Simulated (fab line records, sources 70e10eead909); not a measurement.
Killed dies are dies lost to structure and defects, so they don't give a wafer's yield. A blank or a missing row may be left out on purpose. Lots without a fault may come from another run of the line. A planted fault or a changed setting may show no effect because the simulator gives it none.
Which tool did it? | flow nand_harc | 14 lots, 42 wafers sampled, at 1 step of a route of 1159

WHAT THE GAUGES READ, wafer by wafer
NHARC_P_M1_CD_MEAS_16.
lot  | measured     | on        | cd_nm (nm)
L594 | day 6 09:03  | cd_sem-03 | 130.0 128.9 129.1
L593 | day 6 09:42  | cd_sem-03 | 128.8 128.7 128.3
L595 | day 6 17:58  | cd_sem-01 | 130.7 129.7 130.2
L600 | day 7 22:27  | cd_sem-03 | 131.5 130.8 130.5
L599 | day 7 23:02  | cd_sem-03 | 129.8 130.3 130.9
L602 | day 8 07:13  | cd_sem-03 | 129.4 130.0 130.8
L604 | day 9 04:00  | cd_sem-03 | 130.8 130.5 130.0
L608 | day 9 06:14  | cd_sem-01 | 130.0 131.5 130.5
L607 | day 9 14:45  | cd_sem-01 | 130.7 129.2 130.8
L612 | day 10 17:29 | cd_sem-01 | 130.5 130.7 130.5
L613 | day 10 19:28 | cd_sem-03 | 131.0 130.5 130.6
L614 | day 11 04:28 | cd_sem-01 | 130.8 131.1 130.2
L615 | day 11 10:46 | cd_sem-03 | 128.4 130.4 128.3
L616 | day 11 17:50 | cd_sem-01 | 128.8 128.2 129.1

WHICH TOOL RAN EACH LOT (tool, then ch and the chambers of the sampled wafers, then the start)
The record holds no process step before these readings.

WHAT THE TOOLS THEMSELVES READ (means of the sampled wafers that have a number; where no wafer has one, the mark that the record gives instead)
The record holds no such reading with a usual standard deviation.

THE ANSWER, worked out from the rows above alone
Rule: what is usual is taken from the lots themselves. Put in order of their means at a reading, lots are off if they are a third of the lots or fewer, leave a main group of 4 or more, and stand apart from it by a gap of 3 or more times the standard deviation of the main group's means; of several such gaps the widest counts. A main group whose means are all the same, to the digits that the tables above print for the reading, isn't used. A lot without any number at a reading at which 4 lots or more have one is off too. The other lots that the step has rows for count as sound. The gauges are gone through in route order, then the tools' own readings, and for those a lot's mean is taken as printed above. The first step at which some lot is off is used, and at that step the reading that is off furthest; a lot without a number counts as furthest.
No lot is off at any reading shown: from this, nothing can be told.

WHAT THE SIMULATOR HAD PUT IN
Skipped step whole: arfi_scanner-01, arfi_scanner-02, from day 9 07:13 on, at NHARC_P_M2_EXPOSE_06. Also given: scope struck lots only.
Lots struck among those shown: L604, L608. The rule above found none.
